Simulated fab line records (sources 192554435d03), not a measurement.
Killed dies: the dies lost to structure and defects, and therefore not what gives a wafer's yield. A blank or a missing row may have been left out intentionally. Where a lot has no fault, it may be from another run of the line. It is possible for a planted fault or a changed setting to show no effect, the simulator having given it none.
The same fault as seen by 3 desks | flow n5 finfet | numbers are kept per desk, each desk with only its own; the story behind them comes last

THE TOOL OWNER'S DESK: rie diel-04
The tool's own readings at N5_BEOL_M1_VIA_ETCH_34 (etches the open film in C4F6/O2, target depth 67.8 nm, time 64.4 s): means of the sampled wafers that have a number, for each lot that ran on this tool. Any lot whose mean is over 4 standard deviations away from the usual mean is out of limits and marked OUT; that distance is given in the brackets.
Columns: A = drypump motor current A at N5_BEOL_M1_VIA_ETCH_34, usual 5.8 A; B = oes_ar_750_au at N5_BEOL_M1_VIA_ETCH_34, usual 0.75 a.u.; C = oes product au at N5_BEOL_M1_VIA_ETCH_34, usual 0.75 a.u.; D = rf vpp V at N5_BEOL_M1_VIA_ETCH_34, usual 668 V; E = showerhead plenum p Torr at N5_BEOL_M1_VIA_ETCH_34, usual 2.87 Torr; F = throttle valve pct at N5_BEOL_M1_VIA_ETCH_34, usual 30.87 %
lot  | first seen here | A   | B    | C    | D   | E    | F
L583 | day 6 11:15     | 5.6 | 0.74 | 0.73 | 675 | 2.94 | 30.94
L595 | day 9 11:59     | 5.3 | 0.73 | 0.64 | 680 | 2.93 | 30.99
L596 | day 9 19:52     | 5.3 | 0.75 | 0.70 | 683 | 2.95 | 30.95
L598 | day 10 04:41    | 5.8 | 0.70 | 0.65 | 670 | 2.91 | 30.93
This desk found nothing out of limits on any of the 4 lots.

METROLOGY DESK
What the gauges read, lot by lot, whatever tool the lot ran on: means of the sampled wafers that have a number. Any lot whose mean is over 4 standard deviations away from the usual mean is out of limits and marked OUT; that distance is given in the brackets. Only the readings that lie furthest out on some lot appear, 7 of the 12 it has.
Columns: A = V0_OVL at N5_BEOL_M1_OVL_MEAS_29, usual -0.7 nm; B = IOFF_N at N5_BEOL_M4_RC_MEAS_101, usual 0.16 nA/um; C = IOFF_P at N5_BEOL_M4_RC_MEAS_101, usual 0.22 nA/um; D = ION_P at N5_BEOL_M4_RC_MEAS_101, usual 465 uA/um; E = SS_N at N5_BEOL_M4_RC_MEAS_101, usual 71.4 mV/dec; F = VT_N at N5_BEOL_M4_RC_MEAS_101, usual 250 mV; G = VT_P at N5_BEOL_M4_RC_MEAS_101, usual -250 mV
lot  | first seen here | A    | B    | C    | D   | E    | F   | G
L583 | day 6 06:32     | -0.5 | 0.14 | 0.24 | 471 | 71.3 | 252 | -244
L589 | day 7 13:23     | -0.3 | 0.14 | 0.17 | 458 | 70.6 | 253 | -255
L595 | day 9 11:03     | -0.7 | 0.18 | 0.24 | 471 | 71.8 | 250 | -246
L596 | day 9 17:20     | -1.2 | 0.15 | 0.22 | 464 | 70.8 | 250 | -252
L598 | day 10 04:10    | -0.8 | 0.12 | 0.15 | 454 | 71.2 | 254 | -256
L602 | day 11 03:43    | -1.2 | 0.16 | 0.25 | 467 | 71.9 | 251 | -249
L603 | day 11 06:08    | -1.8 | 0.18 | 0.26 | 472 | 71.7 | 248 | -247
This desk found nothing out of limits on any of the 7 lots.

THE DEFECT DESK
Inspection counts along the route, by lot: the mean over sampled wafers that carry a number. Any lot whose mean is over 4 standard deviations away from the usual mean is out of limits and marked OUT; that distance is given in the brackets.
Columns: A = raw defect count at N5_BEOL_M1_INSPECT_30, usual 401
lot  | first seen here | A
L583 | day 6 06:38     | 369
L589 | day 7 13:29     | 337
L595 | day 9 11:09     | 524
L596 | day 9 17:25     | 288
L598 | day 10 04:15    | 238
L602 | day 11 03:48    | 491
L603 | day 11 06:14    | 328
This desk found nothing out of limits on any of the 7 lots.

PUT TOGETHER
The desk of the tool owner found nothing out of limits.
Metrology desk: nothing out of limits seen.
The defect desk saw nothing out of limits.

WHAT THE SIMULATOR HAD PUT IN
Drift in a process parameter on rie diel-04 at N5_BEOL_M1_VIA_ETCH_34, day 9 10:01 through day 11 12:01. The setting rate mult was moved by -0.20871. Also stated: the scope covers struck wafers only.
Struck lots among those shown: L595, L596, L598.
